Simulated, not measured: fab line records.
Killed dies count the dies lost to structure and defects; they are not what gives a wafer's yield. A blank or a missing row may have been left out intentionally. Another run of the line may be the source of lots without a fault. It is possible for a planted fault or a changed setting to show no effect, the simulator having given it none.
Split-lot study / flow n5Finfet / 7 lots, 21 wafers read, on a route of 1938 steps

ON THE SPLIT
At N5_FIN_SAQP_DESCUM_21 (chemistry O2, time 7.9 s), the setting timeS was moved away from the recipe's 7.9 s on 7 of the 21 wafers read, by -7.8% to +15.5%. For the rest of the wafers, this setting stayed at what the recipe calls for.

No step appears in the file between the split and the reading.

THE READING
CAR-ArF_of_FIN_SAQP_COAT_10.thkNm (the simulator's own value, which no gauge read), in nm, at N5_FIN_SAQP_ETCH_51 (etches SiARC in CF4, target depth 45.5 nm, time 75.8 s). There is no usual value for it anywhere in the file. Here, 14 wafers ran the recipe; their average is 50.94 nm with a standard deviation of 0.21 nm.

wafer=L074.1; tool, chamber at the split=rieDiel-04, 3; timeS as run, s=7.9; against the recipe=recipe; CAR-ArF_of_FIN_SAQP_COAT_10.thkNm, nm=51.02; against lot-mates on the recipe=-
wafer=L074.2; tool, chamber at the split=rieDiel-04, 2; timeS as run, s=7.9; against the recipe=recipe; CAR-ArF_of_FIN_SAQP_COAT_10.thkNm, nm=50.9; against lot-mates on the recipe=-
wafer=L074.3; tool, chamber at the split=rieDiel-04, 0; timeS as run, s=7.282; against the recipe=-7.8%; CAR-ArF_of_FIN_SAQP_COAT_10.thkNm, nm=51.26; against lot-mates on the recipe=+0.30
wafer=L081.1; tool, chamber at the split=rieDiel-05, 1; timeS as run, s=7.9; against the recipe=recipe; CAR-ArF_of_FIN_SAQP_COAT_10.thkNm, nm=50.98; against lot-mates on the recipe=-
wafer=L081.3; tool, chamber at the split=rieDiel-05, 2; timeS as run, s=9.096; against the recipe=+15.1%; CAR-ArF_of_FIN_SAQP_COAT_10.thkNm, nm=50.29; against lot-mates on the recipe=-0.68
wafer=L081.4; tool, chamber at the split=rieDiel-05, 3; timeS as run, s=7.9; against the recipe=recipe; CAR-ArF_of_FIN_SAQP_COAT_10.thkNm, nm=50.97; against lot-mates on the recipe=-
wafer=L086.3; tool, chamber at the split=rieDiel-05, 2; timeS as run, s=7.331; against the recipe=-7.2%; CAR-ArF_of_FIN_SAQP_COAT_10.thkNm, nm=51.45; against lot-mates on the recipe=+0.09
wafer=L086.4; tool, chamber at the split=rieDiel-05, 3; timeS as run, s=7.331; against the recipe=-7.2%; CAR-ArF_of_FIN_SAQP_COAT_10.thkNm, nm=51.69; against lot-mates on the recipe=+0.33
wafer=L086.5; tool, chamber at the split=rieDiel-05, 0; timeS as run, s=7.9; against the recipe=recipe; CAR-ArF_of_FIN_SAQP_COAT_10.thkNm, nm=51.36; against lot-mates on the recipe=-
wafer=L090.1; tool, chamber at the split=rieDiel-03, 3; timeS as run, s=7.9; against the recipe=recipe; CAR-ArF_of_FIN_SAQP_COAT_10.thkNm, nm=51.07; against lot-mates on the recipe=-
wafer=L090.3; tool, chamber at the split=rieDiel-03, 2; timeS as run, s=7.9; against the recipe=recipe; CAR-ArF_of_FIN_SAQP_COAT_10.thkNm, nm=51.02; against lot-mates on the recipe=-
wafer=L090.4; tool, chamber at the split=rieDiel-03, 0; timeS as run, s=7.9; against the recipe=recipe; CAR-ArF_of_FIN_SAQP_COAT_10.thkNm, nm=50.55; against lot-mates on the recipe=-
wafer=L092.3; tool, chamber at the split=rieDiel-04, 2; timeS as run, s=9.02; against the recipe=+14.2%; CAR-ArF_of_FIN_SAQP_COAT_10.thkNm, nm=49.92; against lot-mates on the recipe=-0.80
wafer=L092.5; tool, chamber at the split=rieDiel-04, 0; timeS as run, s=7.9; against the recipe=recipe; CAR-ArF_of_FIN_SAQP_COAT_10.thkNm, nm=50.75; against lot-mates on the recipe=-
wafer=L092.6; tool, chamber at the split=rieDiel-04, 3; timeS as run, s=7.9; against the recipe=recipe; CAR-ArF_of_FIN_SAQP_COAT_10.thkNm, nm=50.69; against lot-mates on the recipe=-
wafer=L095.3; tool, chamber at the split=rieDiel-04, 3; timeS as run, s=7.9; against the recipe=recipe; CAR-ArF_of_FIN_SAQP_COAT_10.thkNm, nm=51; against lot-mates on the recipe=-
wafer=L095.4; tool, chamber at the split=rieDiel-04, 2; timeS as run, s=7.9; against the recipe=recipe; CAR-ArF_of_FIN_SAQP_COAT_10.thkNm, nm=50.68; against lot-mates on the recipe=-
wafer=L095.6; tool, chamber at the split=rieDiel-04, 3; timeS as run, s=7.9; against the recipe=recipe; CAR-ArF_of_FIN_SAQP_COAT_10.thkNm, nm=50.96; against lot-mates on the recipe=-
wafer=L096.1; tool, chamber at the split=rieDiel-05, 3; timeS as run, s=9.128; against the recipe=+15.5%; CAR-ArF_of_FIN_SAQP_COAT_10.thkNm, nm=50.32; against lot-mates on the recipe=-0.91
wafer=L096.3; tool, chamber at the split=rieDiel-05, 0; timeS as run, s=9.128; against the recipe=+15.5%; CAR-ArF_of_FIN_SAQP_COAT_10.thkNm, nm=50.46; against lot-mates on the recipe=-0.77
wafer=L096.4; tool, chamber at the split=rieDiel-05, 2; timeS as run, s=7.9; against the recipe=recipe; CAR-ArF_of_FIN_SAQP_COAT_10.thkNm, nm=51.23; against lot-mates on the recipe=-

FIT RESULTS
A straight line over all 21 wafers: CAR-ArF_of_FIN_SAQP_COAT_10.thkNm changes by -0.0504 nm for each +1% of timeS; r = -0.85; the points scatter about the line by 0.23 nm.
The same after taking each lot's own level away (the mean of its wafers on the recipe; 21 wafers): -0.0483 nm for each +1%; r = -0.94; scatter 0.13 nm.
On that fit, the largest move of timeS shifts the reading by 0.75 nm.
The span of the lots' own levels, 50.720 to 51.360 nm, comes to 3.0 times the standard deviation stated above.
So the lot-to-lot level changes the slope little: the two slopes agree.
Check: for one of the wafers moved furthest among these (+15.5%), held out of the fit, the line's prediction against its lot-mates is -0.74 nm. It came out at -0.91 nm against them.

THESE WAFERS: OTHER SPLITS
Before the reading, these wafers also passed through other splits. Each is held against what the fit with the lots' levels taken away leaves over:
other split on the same wafers=N5_ZERO_LAYER_PECVD_02 timeS; wafers away from the commonest value=7; r with CAR-ArF_of_FIN_SAQP_COAT_10.thkNm (lot level and that fit taken away)=+0.13
other split on the same wafers=N5_ZERO_LAYER_COAT_05 spinRpm; wafers away from the commonest value=2; r with CAR-ArF_of_FIN_SAQP_COAT_10.thkNm (lot level and that fit taken away)=-0.16
other split on the same wafers=N5_WELL_APT_PEB_06 pebTimeS; wafers away from the commonest value=10; r with CAR-ArF_of_FIN_SAQP_COAT_10.thkNm (lot level and that fit taken away)=+0.01
other split on the same wafers=N5_WELL_APT_COAT_19 spinRpm; wafers away from the commonest value=7; r with CAR-ArF_of_FIN_SAQP_COAT_10.thkNm (lot level and that fit taken away)=-0.14

THE WHOLE CHAIN: every reading that the file lists as answering this split, in the file's order
step=N5_FIN_SAQP_DESCUM_21; what it does=chemistry O2, time 7.9 s; reading=CAR-ArF_of_FIN_SAQP_COAT_10.thkNm (the simulator's own value, which no gauge read); change (the file's fit)=-0.0516 nm for each +1% of the setting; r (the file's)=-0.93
step=N5_FIN_SAQP_ETCH_51; what it does=etches SiARC in CF4, target depth 45.5 nm, time 75.8 s; reading=CAR-ArF_of_FIN_SAQP_COAT_10.thkNm (the simulator's own value, which no gauge read); change (the file's fit)=-0.0492 nm for each +1% of the setting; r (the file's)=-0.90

THE FILE'S OWN FIT
CAR-ArF_of_FIN_SAQP_COAT_10.thkNm changes by -0.0492 nm for each +1% of timeS, r = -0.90.
